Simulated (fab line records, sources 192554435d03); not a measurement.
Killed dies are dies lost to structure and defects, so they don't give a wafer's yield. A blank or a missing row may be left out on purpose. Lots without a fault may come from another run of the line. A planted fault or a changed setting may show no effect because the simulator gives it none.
fab line records | flow n5_finfet
record lots=7 wafers=39
route steps=1938 shown WELL_APT@33 FIN_SAQP@94 STI_FIN_REVEAL@190 DUMMY_GATE@214 HKMG_FIN@406 GATE_CUT@469 BEOL_M4@1111
start_h: hours from the record's first day to the start of the lot's first wafer shown | wait_h: hours since the lot's step before | " the same as in the row above | L1.1+2: a row that stands for several wafers | - no value, or no start given | * or withheld: withheld | < > ~ a bound
route shown NAME@n: a module of which the file shows steps, and the number in the route of the first | usual: mean/standard deviation of fault-free wafers | same: alike in all rows | chamber/n: place in a boat | sites: the reading at each site | _std_site: their standard deviation | _edge_site: outer sites' mean less inner sites' | radius_mm: how far each site lies from the wafer's centre | mask NAME#n: copy n | behind: the tool/chamber that last shaped the wafer | hold: why the lot was held/for how many hours/how that ended | device: the transistor (n, p or np) that didn't switch | end of line: the same wafers' tests at the end of the route | a step without rows: its recipe alone | killed: dies lost to structure and defects at the first sort, not the wafer's yield | map: a wafer's dies, x killed, . not, _ none there
set.NAME: the setting as run; set.NAME@STEP: as run at that earlier step | model.NAME: the simulator's own value behind a step, which no gauge read
lots whose settings were changed on purpose; a table a step, a row a wafer
## steps
# step N5_WELL_APT_IMPLANT_15
# recipe species=As energy_kev=25 dose_cm2=1.5e+13 tilt_deg=0 rotation_deg=0
# step N5_FIN_SAQP_ALD_61
# recipe material=SiO2 target_thk_a=40 temp_c=300 ald_precursor_family=BDEAS ald_co_reactant=O2-plasma pulse_time_s=1 purge_time_s=2 co_reactant_purge_time_s=2 ald_cycles=43 pressure_torr=2
# step N5_STI_FIN_REVEAL_ETCHBACK_08
# recipe chemistry=C4F6/O2 target=SiO2 target_depth_a=305 time_s=10.167 ion_energy_ev=250 pressure_mtorr=30 source_w=345 bias_w=185 Ar_flow_sccm=300 C4F6_flow_sccm=10 O2_flow_sccm=10
# step N5_STI_FIN_REVEAL_OXIDATION_31
# recipe chemistry=O2_PLASMA_REMOTE temp_c=150 time_s=20 pressure_mtorr=1000 source_power_w=2000 o2_flow_sccm=3000
# step N5_DUMMY_GATE_ALD_02
# recipe material=SiO2 target_thk_a=20 temp_c=300 ald_precursor_family=BDEAS ald_co_reactant=O2-plasma pulse_time_s=1 pressure_torr=2
# step N5_HKMG_FIN_ETCH_58
# recipe chemistry=N2/H2 target=SOC target_depth_a=2158 ion_energy_ev=50 bias_w=13 time_s=741 pressure_mtorr=30 source_w=875 n2_flow_sccm=200 h2_flow_sccm=200
# step N5_HKMG_FIN_EXPOSE_09
# recipe mask_id=NWFM na=1.35 source_shape=conventional sigma_outer=0.8 polarization=unpolarized dose_mj=39.25
# step N5_GATE_CUT_ETCH_58
# recipe chemistry=CH3F/O2 target=SiNx target_depth_a=170 time_s=128.6 ion_energy_ev=50 pressure_mtorr=30 source_w=415 bias_w=21 Ar_flow_sccm=150 CH3F_flow_sccm=30 O2_flow_sccm=20
# step N5_BEOL_M4_RC_MEAS_101
# usual ION_P=461/6.4
# columns lot.wafer tool chamber start_h wait_h set.energy_kev@WELL_APT_IMPLANT_15 set.ald_cycles@FIN_SAQP_ALD_61 set.time_s@STI_FIN_REVEAL_ETCHBACK_08 set.time_s@STI_FIN_REVEAL_OXIDATION_31 set.temp_c@DUMMY_GATE_ALD_02 set.bias_w@HKMG_FIN_ETCH_58 set.dose_mj@HKMG_FIN_EXPOSE_09 set.bias_w@GATE_CUT_ETCH_58 ION_P[uA/um]
L077.1 prober-02 0 173.09 0.0 25 38 10.167 20 300 13 39.25 19.5 460
L077.2 " 0 " " 27.53 38 9.696 20 300 13 39.25 19.5 446
L077.3 " 0 " " 25 38 9.696 20 300 13 39.25 21 455
L077.4 " 0 " " 27.53 43 9.696 20 300 13 39.25 21 449
L077.5 " 0 " " 27.53 43 10.167 20 300 13 39.25 19.5 463
L077.6 " 0 " " 25 43 10.167 20 300 13 39.25 21 459
L075.1 prober-01 0 173.24 0.0 25 43 10.167 20 300 13 39.25 21 459
L075.4 " 0 " " 25 43 10.167 20 300 13 39.25 21 467
L075.5 " 0 " " 25 43 10.167 20 300 13 39.25 21 461
L076.1 prober-02 0 178.01 0.0 25 43 10.81 16.58 300 13 38.2 21 481
L076.2 " 0 " " 25 47 10.81 16.58 300 13 39.25 21 473
L076.3 " 0 " " 28.81 47 10.167 16.58 300 13 39.25 21 470
L076.4 " 0 " " 25 47 10.167 20 300 13 38.2 21 452
L076.5 " 0 " " 28.81 43 10.167 20 300 13 39.25 21 470
L076.6 " 0 " " 28.81 43 10.81 20 300 13 38.2 21 475
L078.1 prober-01 0 203.23 0.0 25 43 9.57 20 300 13.87 39.25 21 452
L078.2 " 0 " " 23.54 43 10.167 24.78 300 13 40.46 23.34 465
L078.3 " 0 " " 23.54 49 10.167 24.78 300 13.87 39.25 23.34 469
L078.4 " 0 " " 23.54 49 9.57 20 305.1 13 39.25 21 451
L078.5 " 0 " " 25 43 9.57 24.78 305.1 13 40.46 21 447
L078.6 " 0 " " 25 49 10.167 20 305.1 13.87 40.46 23.34 464
L084.1 prober-02 0 214.82 0.0 25 43 10.167 20 287.2 13 36.59 21 458
L084.2 " 0 " " 25 43 10.167 20 287.2 13.87 39.25 21 454
L084.3 " 0 " " 25 43 10.167 25.32 300 13 36.59 21 455
L084.4 " 0 " " 25 43 9.878 25.32 287.2 13.87 36.59 21 449
L084.5 " 0 " " 25 43 9.878 25.32 300 13.87 39.25 21 449
L084.6 " 0 " " 25 43 9.878 20 300 13 39.25 21 450
L085.1 prober-01 0 233.89 0.0 27.6 45 10.167 15.86 300 13 40.76 21 467
L085.2 " 0 " " 25 43 10.167 15.86 300 11.7 40.76 19.28 463
L085.3 " 0 " " 25 45 10.167 20 300 13 39.25 19.28 462
L085.4 " 0 " " 27.6 45 10.167 20 300 11.7 39.25 19.28 465
L085.5 " 0 " " 25 43 10.167 15.86 300 11.7 39.25 21 473
L085.6 " 0 " " 27.6 43 10.167 20 300 13 40.76 21 470
L089.1 prober-02 0 263.38 0.0 25 43 10.167 20 295.7 13 37.15 21 472
L089.2 " 0 " " 28.47 43 10.167 15.29 295.7 10.75 39.25 23.44 469
L089.3 " 0 " " 28.47 43 10.167 15.29 300 13 37.15 23.44 465
L089.4 " 0 " " 25 43 10.167 15.29 300 10.75 39.25 21 476
L089.5 " 0 " " 28.47 43 10.167 20 295.7 13 39.25 23.44 466
L089.6 " 0 " " 25 43 10.167 20 300 10.75 37.15 21 462
## key
split step=N5_WELL_APT_IMPLANT_15 setting=energy_kev stated_as=25
response none clear
split step=N5_FIN_SAQP_ALD_61 setting=ald_cycles stated_as=43
response none clear
split step=N5_STI_FIN_REVEAL_ETCHBACK_08 setting=time_s stated_as=10.167
response step=N5_BEOL_M4_RC_MEAS_101 reading=ION_P slope=+2.31 per=1% together_with=all explained=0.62
split step=N5_STI_FIN_REVEAL_OXIDATION_31 setting=time_s stated_as=20
response none clear
split step=N5_DUMMY_GATE_ALD_02 setting=temp_c stated_as=300
response none clear
split step=N5_HKMG_FIN_ETCH_58 setting=bias_w stated_as=13
response none clear
split step=N5_HKMG_FIN_EXPOSE_09 setting=dose_mj stated_as=39.25
response none clear
split step=N5_GATE_CUT_ETCH_58 setting=bias_w stated_as=21
response none clear
